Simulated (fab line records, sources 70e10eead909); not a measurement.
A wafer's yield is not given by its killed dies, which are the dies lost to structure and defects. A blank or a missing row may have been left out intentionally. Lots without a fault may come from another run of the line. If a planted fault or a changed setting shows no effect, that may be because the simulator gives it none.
fab line records :: flow nandHarc
[record]
  lots = 13
  wafers = 39
  lastDay = 25
route steps=1159 shown P_GATE@209 P_CONTACT@229
lots untouched by any fault: they come from a run of this same line in which no faults occurred
startH: start of the lot's first displayed wafer, in hours after the record's first day :: waitH: hours elapsed since this lot's preceding step :: " unchanged from the row above :: L1.1+2: several wafers, shown together as one row :: - no value, or no start given :: * or withheld: withheld :: < > ~ a bound
route shown NAME@n: names a module that has steps shown in the file, with the first one's number in the route :: usual: mean and standard deviation over wafers with no fault :: same: alike in all rows :: chamber/n: place in a boat :: sites: each site's reading :: _std_site: the values' standard deviation :: _edge_site: inner sites' mean taken away from outer sites' mean :: radiusMm: how far each site lies from the wafer's centre :: mask NAME#n: copy n :: behind: the last tool/chamber to shape the wafer :: hold: what put the lot on hold/how long, in hours/how the hold closed :: device: the n, p or np transistor that did not switch :: end of line: tests run on the same wafers once the route is complete :: step lacking rows: just its recipe :: killed: the dies lost at the first sort to structure and to defects; this is not the yield of the wafer :: map: dies across one wafer; x = killed, . = not, _ = none there
set.NAME: the setting that was run; set.NAME@STEP: the one run at that earlier step :: model.NAME: the simulator's own value behind a step, which no gauge read
steps of the route over a sample of lots; a table a step, a row a wafer
services: when a tool's chamber went out of use (startH, in hours from the record's first day, below 0 if earlier), for how many hours, and the reason
[[steps]]
[step NHARC_P_GATE_DEGAS_109]
[recipe]
  tempC = 300
  timeS = 60
[usual]
  heaterPowerW = 484/63
lot.wafer: L478.4
tool: pvdSputter-01
chamber: -
startH: 109.95
waitH: 0.1
heaterPowerW: 498

lot.wafer: L478.2
tool: pvdSputter-01
chamber: -
startH: 109.95
waitH: 0.1
heaterPowerW: 448

lot.wafer: L478.5
tool: pvdSputter-01
chamber: -
startH: 109.95
waitH: 0.1
heaterPowerW: 510

lot.wafer: L479.1
tool: pvdSputter-03
chamber: -
startH: 129.87
waitH: 0.1
heaterPowerW: 391

lot.wafer: L479.3
tool: pvdSputter-03
chamber: -
startH: 129.87
waitH: 0.1
heaterPowerW: 402

lot.wafer: L479.6
tool: pvdSputter-03
chamber: -
startH: 129.87
waitH: 0.1
heaterPowerW: 406

lot.wafer: L481.2
tool: pvdSputter-02
chamber: -
startH: 130.29
waitH: 0.1
heaterPowerW: 557

lot.wafer: L481.1
tool: pvdSputter-02
chamber: -
startH: 130.29
waitH: 0.1
heaterPowerW: 382

lot.wafer: L481.4
tool: pvdSputter-02
chamber: -
startH: 130.29
waitH: 0.1
heaterPowerW: 545

lot.wafer: L482.3
tool: pvdSputter-03
chamber: -
startH: 143.89
waitH: 0.1
heaterPowerW: 481

lot.wafer: L482.1
tool: pvdSputter-03
chamber: -
startH: 143.89
waitH: 0.1
heaterPowerW: 560

lot.wafer: L482.6
tool: pvdSputter-03
chamber: -
startH: 143.89
waitH: 0.1
heaterPowerW: 483

lot.wafer: L484.4
tool: pvdSputter-02
chamber: -
startH: 148.41
waitH: 0.1
heaterPowerW: 542

lot.wafer: L484.2
tool: pvdSputter-02
chamber: -
startH: 148.41
waitH: 0.1
heaterPowerW: 547

lot.wafer: L484.5
tool: pvdSputter-02
chamber: -
startH: 148.41
waitH: 0.1
heaterPowerW: 554

lot.wafer: L491.3
tool: pvdSputter-03
chamber: -
startH: 193.76
waitH: 0.1
heaterPowerW: 411

lot.wafer: L491.4
tool: pvdSputter-03
chamber: -
startH: 193.76
waitH: 0.1
heaterPowerW: 491

lot.wafer: L491.1
tool: pvdSputter-03
chamber: -
startH: 193.76
waitH: 0.1
heaterPowerW: 396

lot.wafer: L493.4
tool: pvdSputter-02
chamber: -
startH: 204.08
waitH: 0.1
heaterPowerW: 548

lot.wafer: L493.1
tool: pvdSputter-02
chamber: -
startH: 204.08
waitH: 0.1
heaterPowerW: 391

lot.wafer: L493.2
tool: pvdSputter-02
chamber: -
startH: 204.08
waitH: 0.1
heaterPowerW: 561

lot.wafer: L494.3
tool: pvdSputter-03
chamber: -
startH: 209.66
waitH: 0.1
heaterPowerW: 401

lot.wafer: L494.1
tool: pvdSputter-03
chamber: -
startH: 209.66
waitH: 0.1
heaterPowerW: 413

lot.wafer: L494.5
tool: pvdSputter-03
chamber: -
startH: 209.66
waitH: 0.1
heaterPowerW: 492

lot.wafer: L495.2
tool: pvdSputter-02
chamber: -
startH: 210.18
waitH: 0.2
heaterPowerW: 393

lot.wafer: L495.4
tool: pvdSputter-02
chamber: -
startH: 210.18
waitH: 0.2
heaterPowerW: 537

lot.wafer: L495.5
tool: pvdSputter-02
chamber: -
startH: 210.18
waitH: 0.2
heaterPowerW: 538

lot.wafer: L497.3
tool: pvdSputter-01
chamber: -
startH: 228.06
waitH: 0.1
heaterPowerW: 488

lot.wafer: L497.1
tool: pvdSputter-01
chamber: -
startH: 228.06
waitH: 0.1
heaterPowerW: 569

lot.wafer: L497.5
tool: pvdSputter-01
chamber: -
startH: 228.06
waitH: 0.1
heaterPowerW: 477

lot.wafer: L499.1
tool: pvdSputter-02
chamber: -
startH: 237.32
waitH: 0.1
heaterPowerW: 539

lot.wafer: L499.5
tool: pvdSputter-02
chamber: -
startH: 237.32
waitH: 0.1
heaterPowerW: 499

lot.wafer: L499.6
tool: pvdSputter-02
chamber: -
startH: 237.32
waitH: 0.1
heaterPowerW: 544

lot.wafer: L498.1
tool: pvdSputter-03
chamber: -
startH: 237.76
waitH: 0.1
heaterPowerW: 416

lot.wafer: L498.4
tool: pvdSputter-03
chamber: -
startH: 237.76
waitH: 0.1
heaterPowerW: 548

lot.wafer: L498.6
tool: pvdSputter-03
chamber: -
startH: 237.76
waitH: 0.1
heaterPowerW: 413

lot.wafer: L500.2
tool: pvdSputter-03
chamber: -
startH: 249.17
waitH: 0.1
heaterPowerW: 396

lot.wafer: L500.4
tool: pvdSputter-03
chamber: -
startH: 249.17
waitH: 0.1
heaterPowerW: 415

lot.wafer: L500.5
tool: pvdSputter-03
chamber: -
startH: 249.17
waitH: 0.1
heaterPowerW: 405
[step NHARC_P_GATE_INSPECT_68]
[usual]
  rawDefectCount = 189/59
lot.wafer: L478.2
tool: defectInspect-02
chamber: -
startH: 110.90
waitH: 0.1
rawDefectCount: 178

lot.wafer: L478.4
tool: defectInspect-02
chamber: -
startH: 110.90
waitH: 0.1
rawDefectCount: 260

lot.wafer: L478.5
tool: defectInspect-02
chamber: -
startH: 110.90
waitH: 0.1
rawDefectCount: 192

lot.wafer: L479.1
tool: defectInspect-01
chamber: -
startH: 130.81
waitH: 0.2
rawDefectCount: 166

lot.wafer: L479.3
tool: defectInspect-01
chamber: -
startH: 130.81
waitH: 0.2
rawDefectCount: 146

lot.wafer: L479.6
tool: defectInspect-01
chamber: -
startH: 130.81
waitH: 0.2
rawDefectCount: 155

lot.wafer: L481.1
tool: defectInspect-01
chamber: -
startH: 131.39
waitH: 0.2
rawDefectCount: 150

lot.wafer: L481.2
tool: defectInspect-01
chamber: -
startH: 131.39
waitH: 0.2
rawDefectCount: 141

lot.wafer: L481.4
tool: defectInspect-01
chamber: -
startH: 131.39
waitH: 0.2
rawDefectCount: 143

lot.wafer: L482.1
tool: defectInspect-02
chamber: -
startH: 144.85
waitH: 0.2
rawDefectCount: 230

lot.wafer: L482.3
tool: defectInspect-02
chamber: -
startH: 144.85
waitH: 0.2
rawDefectCount: 168

lot.wafer: L482.6
tool: defectInspect-02
chamber: -
startH: 144.85
waitH: 0.2
rawDefectCount: 179

lot.wafer: L484.2
tool: defectInspect-01
chamber: -
startH: 149.37
waitH: 0.1
rawDefectCount: 229

lot.wafer: L484.4
tool: defectInspect-01
chamber: -
startH: 149.37
waitH: 0.1
rawDefectCount: 119

lot.wafer: L484.5
tool: defectInspect-01
chamber: -
startH: 149.37
waitH: 0.1
rawDefectCount: 266

lot.wafer: L491.1
tool: defectInspect-02
chamber: -
startH: 194.80
waitH: 0.2
rawDefectCount: 201

lot.wafer: L491.3
tool: defectInspect-02
chamber: -
startH: 194.80
waitH: 0.2
rawDefectCount: 195

lot.wafer: L491.4
tool: defectInspect-02
chamber: -
startH: 194.80
waitH: 0.2
rawDefectCount: 195

lot.wafer: L493.1
tool: defectInspect-02
chamber: -
startH: 205.02
waitH: 0.2
rawDefectCount: 249

lot.wafer: L493.2
tool: defectInspect-02
chamber: -
startH: 205.02
waitH: 0.2
rawDefectCount: 209

lot.wafer: L493.4
tool: defectInspect-02
chamber: -
startH: 205.02
waitH: 0.2
rawDefectCount: 151

lot.wafer: L494.1
tool: defectInspect-01
chamber: -
startH: 210.87
waitH: 0.2
rawDefectCount: 98

lot.wafer: L494.3
tool: defectInspect-01
chamber: -
startH: 210.87
waitH: 0.2
rawDefectCount: 234

lot.wafer: L494.5
tool: defectInspect-01
chamber: -
startH: 210.87
waitH: 0.2
rawDefectCount: 148

lot.wafer: L495.2
tool: defectInspect-02
chamber: -
startH: 211.13
waitH: 0.1
rawDefectCount: 148

lot.wafer: L495.4
tool: defectInspect-02
chamber: -
startH: 211.13
waitH: 0.1
rawDefectCount: 144

lot.wafer: L495.5
tool: defectInspect-02
chamber: -
startH: 211.13
waitH: 0.1
rawDefectCount: 249

lot.wafer: L497.1
tool: defectInspect-02
chamber: -
startH: 229.15
waitH: 0.2
rawDefectCount: 170

lot.wafer: L497.3
tool: defectInspect-02
chamber: -
startH: 229.15
waitH: 0.2
rawDefectCount: 192

lot.wafer: L497.5
tool: defectInspect-02
chamber: -
startH: 229.15
waitH: 0.2
rawDefectCount: 199

lot.wafer: L499.1
tool: defectInspect-01
chamber: -
startH: 238.26
waitH: 0.2
rawDefectCount: 170

lot.wafer: L499.5
tool: defectInspect-01
chamber: -
startH: 238.26
waitH: 0.2
rawDefectCount: 115

lot.wafer: L499.6
tool: defectInspect-01
chamber: -
startH: 238.26
waitH: 0.2
rawDefectCount: 222

lot.wafer: L498.1
tool: defectInspect-02
chamber: -
startH: 238.74
waitH: 0.2
rawDefectCount: 296

lot.wafer: L498.4
tool: defectInspect-02
chamber: -
startH: 238.74
waitH: 0.2
rawDefectCount: 250

lot.wafer: L498.6
tool: defectInspect-02
chamber: -
startH: 238.74
waitH: 0.2
rawDefectCount: 280

lot.wafer: L500.2
tool: defectInspect-02
chamber: -
startH: 250.18
waitH: 0.1
rawDefectCount: 203

lot.wafer: L500.4
tool: defectInspect-02
chamber: -
startH: 250.18
waitH: 0.1
rawDefectCount: 171

lot.wafer: L500.5
tool: defectInspect-02
chamber: -
startH: 250.18
waitH: 0.1
rawDefectCount: 237
[step NHARC_P_CONTACT_EXPOSE_09]
[recipe]
  na = 1.35
  targetCdNm = 90
  doseMj = 81.26
  maskId = P_CA
lot.wafer: L478.2+4+5
tool: arfiScanner-01
chamber: 0
startH: 112.38
waitH: -
mask: P_CA#0

lot.wafer: L479.1+3+6
tool: arfiScanner-03
chamber: 0
startH: 132.29
waitH: -
mask: P_CA#0

lot.wafer: L481.1+2+4
tool: arfiScanner-02
chamber: 0
startH: 132.86
waitH: -
mask: P_CA#0

lot.wafer: L482.1+3+6
tool: arfiScanner-01
chamber: 0
startH: 146.32
waitH: -
mask: P_CA#0

lot.wafer: L484.2+4+5
tool: arfiScanner-03
chamber: 0
startH: 150.85
waitH: -
mask: P_CA_R1#0

lot.wafer: L491.1+3+4
tool: arfiScanner-02
chamber: 0
startH: 196.14
waitH: -
mask: P_CA#0

lot.wafer: L493.1+2+4
tool: arfiScanner-01
chamber: 0
startH: 206.56
waitH: -
mask: P_CA#0

lot.wafer: L494.1+3+5
tool: arfiScanner-01
chamber: 0
startH: 212.23
waitH: -
mask: P_CA#0

lot.wafer: L495.2+4+5
tool: arfiScanner-03
chamber: 0
startH: 212.64
waitH: -
mask: P_CA#0

lot.wafer: L497.1+3+5
tool: arfiScanner-01
chamber: 0
startH: 230.63
waitH: -
mask: P_CA#0

lot.wafer: L499.1+5+6
tool: arfiScanner-03
chamber: 0
startH: 239.77
waitH: -
mask: P_CA#0

lot.wafer: L498.1+4+6
tool: arfiScanner-03
chamber: 0
startH: 240.09
waitH: -
mask: P_CA#0

lot.wafer: L500.2+4+5
tool: arfiScanner-01
chamber: 0
startH: 251.68
waitH: -
mask: P_CA#0
[step NHARC_P_CONTACT_CD_MEAS_12]
[recipe]
  targetCdNm = 90
  landingEnergyEv = 500
[usual]
  cdNm = 89.8/0.82
lot.wafer: L478.2
tool: cdSem-02
chamber: 0
startH: 112.52
waitH: -
cdNm: 90.3

lot.wafer: L478.4
tool: cdSem-02
chamber: 0
startH: 112.52
waitH: -
cdNm: 90.2

lot.wafer: L478.5
tool: cdSem-02
chamber: 0
startH: 112.52
waitH: -
cdNm: 90.5

lot.wafer: L479.1
tool: cdSem-02
chamber: 0
startH: 132.43
waitH: -
cdNm: 90.4

lot.wafer: L479.3
tool: cdSem-02
chamber: 0
startH: 132.43
waitH: -
cdNm: 91.5

lot.wafer: L479.6
tool: cdSem-02
chamber: 0
startH: 132.43
waitH: -
cdNm: 89.9

lot.wafer: L481.1
tool: cdSem-03
chamber: 0
startH: 133.00
waitH: -
cdNm: 90.8

lot.wafer: L481.2
tool: cdSem-03
chamber: 0
startH: 133.00
waitH: -
cdNm: 91.2

lot.wafer: L481.4
tool: cdSem-03
chamber: 0
startH: 133.00
waitH: -
cdNm: 90.8

lot.wafer: L482.1
tool: cdSem-03
chamber: 0
startH: 146.46
waitH: -
cdNm: 89.6

lot.wafer: L482.3
tool: cdSem-03
chamber: 0
startH: 146.46
waitH: -
cdNm: 88.7

lot.wafer: L482.6
tool: cdSem-03
chamber: 0
startH: 146.46
waitH: -
cdNm: 89.7

lot.wafer: L484.2
tool: cdSem-02
chamber: 0
startH: 150.99
waitH: -
cdNm: 92.9

lot.wafer: L484.4
tool: cdSem-02
chamber: 0
startH: 150.99
waitH: -
cdNm: 94.1

lot.wafer: L484.5
tool: cdSem-02
chamber: 0
startH: 150.99
waitH: -
cdNm: 93.6

lot.wafer: L491.1
tool: cdSem-02
chamber: 0
startH: 196.28
waitH: -
cdNm: 89.6

lot.wafer: L491.3
tool: cdSem-02
chamber: 0
startH: 196.28
waitH: -
cdNm: 89.0

lot.wafer: L491.4
tool: cdSem-02
chamber: 0
startH: 196.28
waitH: -
cdNm: 90.1

lot.wafer: L493.1
tool: cdSem-03
chamber: 0
startH: 206.70
waitH: -
cdNm: 90.3

lot.wafer: L493.2
tool: cdSem-03
chamber: 0
startH: 206.70
waitH: -
cdNm: 90.2

lot.wafer: L493.4
tool: cdSem-03
chamber: 0
startH: 206.70
waitH: -
cdNm: 90.0

lot.wafer: L494.1
tool: cdSem-03
chamber: 0
startH: 212.37
waitH: -
cdNm: 89.3

lot.wafer: L494.3
tool: cdSem-03
chamber: 0
startH: 212.37
waitH: -
cdNm: 90.7

lot.wafer: L494.5
tool: cdSem-03
chamber: 0
startH: 212.37
waitH: -
cdNm: 89.8

lot.wafer: L495.2
tool: cdSem-01
chamber: 0
startH: 212.78
waitH: -
cdNm: 89.5

lot.wafer: L495.4
tool: cdSem-01
chamber: 0
startH: 212.78
waitH: -
cdNm: 89.9

lot.wafer: L495.5
tool: cdSem-01
chamber: 0
startH: 212.78
waitH: -
cdNm: 90.8

lot.wafer: L497.1
tool: cdSem-02
chamber: 0
startH: 230.78
waitH: -
cdNm: 90.3

lot.wafer: L497.3
tool: cdSem-02
chamber: 0
startH: 230.78
waitH: -
cdNm: 89.8

lot.wafer: L497.5
tool: cdSem-02
chamber: 0
startH: 230.78
waitH: -
cdNm: 90.6

lot.wafer: L499.1
tool: cdSem-03
chamber: 0
startH: 239.92
waitH: -
cdNm: 89.2

lot.wafer: L499.5
tool: cdSem-03
chamber: 0
startH: 239.92
waitH: -
cdNm: 88.4

lot.wafer: L499.6
tool: cdSem-03
chamber: 0
startH: 239.92
waitH: -
cdNm: 89.6

lot.wafer: L498.1
tool: cdSem-03
chamber: 0
startH: 240.22
waitH: -
cdNm: 89.4

lot.wafer: L498.4
tool: cdSem-03
chamber: 0
startH: 240.22
waitH: -
cdNm: 90.1

lot.wafer: L498.6
tool: cdSem-03
chamber: 0
startH: 240.22
waitH: -
cdNm: 90.0

lot.wafer: L500.2
tool: cdSem-01
chamber: 0
startH: 251.82
waitH: -
cdNm: 88.9

lot.wafer: L500.4
tool: cdSem-01
chamber: 0
startH: 251.82
waitH: -
cdNm: 89.9

lot.wafer: L500.5
tool: cdSem-01
chamber: 0
startH: 251.82
waitH: -
cdNm: 89.5
[step NHARC_P_CONTACT_OVL_MEAS_13]
[usual]
  overlayXNm = -0.3/0.85
  overlayYNm = -0.1/0.96
lot.wafer: L478.2
tool: overlay-02
chamber: -
startH: 112.60
waitH: -
overlayXNm: 0.2
overlayYNm: 0.9

lot.wafer: L478.4
tool: overlay-02
chamber: -
startH: 112.60
waitH: -
overlayXNm: 0.5
overlayYNm: 0.3

lot.wafer: L478.5
tool: overlay-02
chamber: -
startH: 112.60
waitH: -
overlayXNm: 0.6
overlayYNm: 0.1

lot.wafer: L479.1
tool: overlay-02
chamber: -
startH: 132.52
waitH: -
overlayXNm: -0.4
overlayYNm: 0.1

lot.wafer: L479.3
tool: overlay-02
chamber: -
startH: 132.52
waitH: -
overlayXNm: -0.4
overlayYNm: 0.3

lot.wafer: L479.6
tool: overlay-02
chamber: -
startH: 132.52
waitH: -
overlayXNm: -0.3
overlayYNm: 0.4

lot.wafer: L481.1
tool: overlay-02
chamber: -
startH: 133.09
waitH: -
overlayXNm: 0.2
overlayYNm: -0.1

lot.wafer: L481.2
tool: overlay-02
chamber: -
startH: 133.09
waitH: -
overlayXNm: 0.3
overlayYNm: 0.1

lot.wafer: L481.4
tool: overlay-02
chamber: -
startH: 133.09
waitH: -
overlayXNm: 0.9
overlayYNm: 0.0

lot.wafer: L482.1
tool: overlay-01
chamber: -
startH: 146.55
waitH: -
overlayXNm: 0.0
overlayYNm: -1.3

lot.wafer: L482.3
tool: overlay-01
chamber: -
startH: 146.55
waitH: -
overlayXNm: 0.8
overlayYNm: -1.6

lot.wafer: L482.6
tool: overlay-01
chamber: -
startH: 146.55
waitH: -
overlayXNm: 0.2
overlayYNm: -1.1

lot.wafer: L484.2
tool: overlay-01
chamber: -
startH: 151.08
waitH: -
overlayXNm: -1.3
overlayYNm: -1.5

lot.wafer: L484.4
tool: overlay-01
chamber: -
startH: 151.08
waitH: -
overlayXNm: -1.4
overlayYNm: -1.9

lot.wafer: L484.5
tool: overlay-01
chamber: -
startH: 151.08
waitH: -
overlayXNm: -1.5
overlayYNm: -1.9

lot.wafer: L491.1
tool: overlay-01
chamber: -
startH: 196.37
waitH: -
overlayXNm: -1.8
overlayYNm: 1.2

lot.wafer: L491.3
tool: overlay-01
chamber: -
startH: 196.37
waitH: -
overlayXNm: -1.8
overlayYNm: 1.7

lot.wafer: L491.4
tool: overlay-01
chamber: -
startH: 196.37
waitH: -
overlayXNm: -1.9
overlayYNm: 1.7

lot.wafer: L493.1
tool: overlay-01
chamber: -
startH: 206.79
waitH: -
overlayXNm: -0.1
overlayYNm: 0.1

lot.wafer: L493.2
tool: overlay-01
chamber: -
startH: 206.79
waitH: -
overlayXNm: -0.5
overlayYNm: -0.5

lot.wafer: L493.4
tool: overlay-01
chamber: -
startH: 206.79
waitH: -
overlayXNm: -0.4
overlayYNm: 0.2

lot.wafer: L494.1
tool: overlay-01
chamber: -
startH: 212.46
waitH: -
overlayXNm: 1.7
overlayYNm: -1.3

lot.wafer: L494.3
tool: overlay-01
chamber: -
startH: 212.46
waitH: -
overlayXNm: 1.1
overlayYNm: -1.9

lot.wafer: L494.5
tool: overlay-01
chamber: -
startH: 212.46
waitH: -
overlayXNm: 1.4
overlayYNm: -1.7

lot.wafer: L495.2
tool: overlay-02
chamber: -
startH: 212.87
waitH: -
overlayXNm: -1.4
overlayYNm: 0.8

lot.wafer: L495.4
tool: overlay-02
chamber: -
startH: 212.87
waitH: -
overlayXNm: -1.9
overlayYNm: 0.0

lot.wafer: L495.5
tool: overlay-02
chamber: -
startH: 212.87
waitH: -
overlayXNm: -1.9
overlayYNm: -0.1

lot.wafer: L497.1
tool: overlay-01
chamber: -
startH: 230.87
waitH: -
overlayXNm: -0.1
overlayYNm: -0.1

lot.wafer: L497.3
tool: overlay-01
chamber: -
startH: 230.87
waitH: -
overlayXNm: 0.0
overlayYNm: -0.6

lot.wafer: L497.5
tool: overlay-01
chamber: -
startH: 230.87
waitH: -
overlayXNm: 0.2
overlayYNm: -0.3

lot.wafer: L499.1
tool: overlay-01
chamber: -
startH: 240.00
waitH: -
overlayXNm: -0.5
overlayYNm: 1.1

lot.wafer: L499.5
tool: overlay-01
chamber: -
startH: 240.00
waitH: -
overlayXNm: -0.7
overlayYNm: 0.8

lot.wafer: L499.6
tool: overlay-01
chamber: -
startH: 240.00
waitH: -
overlayXNm: -0.2
overlayYNm: 0.8

lot.wafer: L498.1
tool: overlay-02
chamber: -
startH: 240.31
waitH: -
overlayXNm: 0.7
overlayYNm: 0.2

lot.wafer: L498.4
tool: overlay-02
chamber: -
startH: 240.31
waitH: -
overlayXNm: 0.6
overlayYNm: -0.3

lot.wafer: L498.6
tool: overlay-02
chamber: -
startH: 240.31
waitH: -
overlayXNm: 0.5
overlayYNm: 0.7

lot.wafer: L500.2
tool: overlay-02
chamber: -
startH: 251.92
waitH: -
overlayXNm: -1.2
overlayYNm: 0.7

lot.wafer: L500.4
tool: overlay-02
chamber: -
startH: 251.92
waitH: -
overlayXNm: -0.1
overlayYNm: 0.4

lot.wafer: L500.5
tool: overlay-02
chamber: -
startH: 251.92
waitH: -
overlayXNm: -0.9
overlayYNm: -0.2
[[services]]
tool: pvdSputter-03
chamber: -
startH: 102.00
hours: 10.0
kind: pm

tool: arfiScanner-03
chamber: -
startH: 108.94
hours: 4.0
kind: pm

tool: pvdSputter-01
chamber: -
startH: 118.21
hours: 63.5
kind: repair

tool: arfiScanner-02
chamber: -
startH: 126.15
hours: 2.9
kind: repair

tool: arfiScanner-03
chamber: -
startH: 126.56
hours: 0.9
kind: repair

tool: arfiScanner-01
chamber: -
startH: 129.00
hours: 6.1
kind: repair

tool: arfiScanner-03
chamber: -
startH: 148.95
hours: 1.6
kind: repair

tool: arfiScanner-01
chamber: -
startH: 171.08
hours: 0.5
kind: repair

tool: pvdSputter-01
chamber: -
startH: 181.74
hours: 10.0
kind: pm

tool: arfiScanner-03
chamber: 0
startH: 191.25
hours: -
kind: calibration

tool: arfiScanner-01
chamber: -
startH: 196.00
hours: 4.0
kind: pm

tool: pvdSputter-01
chamber: -
startH: 199.24
hours: 6.4
kind: repair

tool: pvdSputter-02
chamber: -
startH: 217.21
hours: 10.0
kind: pm

tool: arfiScanner-01
chamber: 0
startH: 219.16
hours: -
kind: calibration

tool: pvdSputter-03
chamber: -
startH: 245.48
hours: 3.0
kind: repair

tool: arfiScanner-02
chamber: 0
startH: 246.47
hours: -
kind: calibration

tool: arfiScanner-01
chamber: -
startH: 250.03
hours: 1.1
kind: repair
[[key]]
[firstSign]
  step = NHARC_P_CONTACT_EXPOSE_09
  reading = mask
  direction = changed
[effect]
  step = NHARC_P_CONTACT_CD_MEAS_12
  reading = cdNm
  direction = up
  sigmas = 4.5
  usual = 89.8
  struck = 93.5
metAt NHARC_P_CONTACT_EXPOSE_09
struckLots L484
testerLeftOut L484
notActingAt NHARC_P_GATE_DEGAS_109,NHARC_P_GATE_INSPECT_68,NHARC_P_CONTACT_OVL_MEAS_13
onsetBetween 132.29 150.85
[fault]
  kind = wrongMask
  tool = any
  chamber = -
  onsetH = 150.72
  steps = NHARC_P_CONTACT_EXPOSE_09
  auxCopy = P_CA_R1#0
  cdOffsetNm = 5.1544
  scope = struckLotsOnly
// testerLeftOut: of these lots the tester's yield and bins aren't shown, on N5 and GAA mostly nor the transistor test; their killed dies are dies lost to structure and defects alone, not to doping, threshold or leakage, so they don't give the yield
